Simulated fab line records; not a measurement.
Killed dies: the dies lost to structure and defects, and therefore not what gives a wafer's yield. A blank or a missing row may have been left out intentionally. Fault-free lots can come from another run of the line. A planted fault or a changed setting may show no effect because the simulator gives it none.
Split-lot trial	flow n5Finfet	route with 1938 steps; 7 lots, 21 wafers read

## SPLIT DETAILS
At N5_BEOL_M4_TRENCH_ETCH_37 (etches SiOC in C4F6/O2, target depth 55.555 nm, time 29.2 s), the setting sourceW was moved away from the recipe's 355 W on 8 of the 21 wafers read, by -14.3% to +10.9%. All remaining wafers had this setting at the recipe value.

## FROM THE SPLIT TO THE READING: what the file shows between them, 2 steps
- N5_BEOL_M4_ETCH_41: etches SiCN in CH3F/O2, target depth 29.9 nm, time 52.5 s
- N5_BEOL_M4_STRIP_97: strips in N2/H2, time 10 s

## THE READING
trenchDepthNm, in nm, at N5_BEOL_M4_OCD_MEAS_38. On this fab line, fault-free wafers typically give 55.4 nm with a standard deviation of 0.93 nm.

wafer	tool, chamber at the split	sourceW as run, W	against the recipe	trenchDepthNm, nm	against lot-mates on the recipe
L074.3	rieDiel-06, 2	306.1	-13.8%	51.6	-3.5
L074.4	rieDiel-06, 0	306.1	-13.8%	51.9	-3.2
L074.6	rieDiel-06, 2	355	recipe	55.1	-
L075.2	rieDiel-06, 3	334.4	-5.8%	54.9	-1.1
L075.3	rieDiel-06, 0	334.4	-5.8%	53.8	-2.2
L075.5	rieDiel-06, 3	355	recipe	56.0	-
L086.2	rieDiel-02, 0	355	recipe	57.1	-
L086.5	rieDiel-02, 1	304.2	-14.3%	52.5	-4.6
L086.6	rieDiel-02, 0	304.2	-14.3%	53.0	-4.1
L088.1	rieDiel-02, 0	355	recipe	54.5	-
L088.3	rieDiel-02, 3	393.8	+10.9%	56.1	+1.6
L088.5	rieDiel-02, 1	355	recipe	54.5	-
L089.1	rieDiel-05, 0	355	recipe	56.8	-
L089.3	rieDiel-05, 2	355	recipe	55.5	-
L089.4	rieDiel-05, 1	355	recipe	55.4	-
L092.1	rieDiel-02, 2	355	recipe	54.1	-
L092.4	rieDiel-02, 3	355	recipe	55.1	-
L092.6	rieDiel-02, 0	355	recipe	56.0	-
L097.1	rieDiel-02, 0	355	recipe	54.8	-
L097.3	rieDiel-02, 1	355	recipe	55.6	-
L097.4	rieDiel-02, 3	336.1	-5.3%	54.0	-1.2

THE FIT
A straight line over all 21 wafers: trenchDepthNm changes by +0.194 nm for each +1% of sourceW; r = +0.83; the points scatter about the line by 0.86 nm.
The same after taking each lot's own level away (the mean of its wafers on the recipe; 21 wafers): +0.251 nm for each +1%; r = +0.94; scatter 0.58 nm.
The reading moves by 3.6 nm for the largest change in sourceW, on that fit.
From 54.50 to 57.10 nm: that is the span of the lots' own levels, equal to 2.8 times the standard deviation above.
So the slope is not independent of the lot-to-lot level: the two fits are not the same.
Check: -3.49 nm against its lot-mates is what the line predicts for one of the wafers moved furthest among these (-14.3%) when that wafer is left out of the fit. It came out at -4.6 nm against them.

## OTHER SPLITS APPLIED TO THESE WAFERS
These wafers also went through other splits before the reading. Each is held against what the fit with the lots' levels taken away leaves over:
other split on the same wafers	wafers away from the commonest value	r with trenchDepthNm (lot level and that fit taken away)
N5_BEOL_M2_ETCH_74 sourceW	6	-0.11
N5_BEOL_M3_COAT_68 spinRpm	8	-0.11
N5_BEOL_M3_ETCH_77 h2FlowSccm	5	-0.42
N5_BEOL_M4_COAT_62 spinRpm	9	-0.37

## THE WHOLE CHAIN: every reading that the file lists as answering this split, in the file's order
step	what it does	reading	change (the file's fit)	r (the file's)
N5_BEOL_M4_TRENCH_ETCH_37	etches SiOC in C4F6/O2, target depth 55.555 nm, time 29.2 s	etch.depthNm (the simulator's own value, which no gauge read)	+0.247 nm for each +1% of the setting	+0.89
N5_BEOL_M4_TRENCH_ETCH_37	etches SiOC in C4F6/O2, target depth 55.555 nm, time 29.2 s	BEOL_M4.featureDepthNm (the simulator's own value, which no gauge read)	+0.245 nm for each +1% of the setting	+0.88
N5_BEOL_M4_OCD_MEAS_38		trenchDepthNm	+0.247 nm for each +1% of the setting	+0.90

## THE FILE'S OWN FIT
trenchDepthNm changes by +0.247 nm for each +1% of sourceW, r = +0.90.
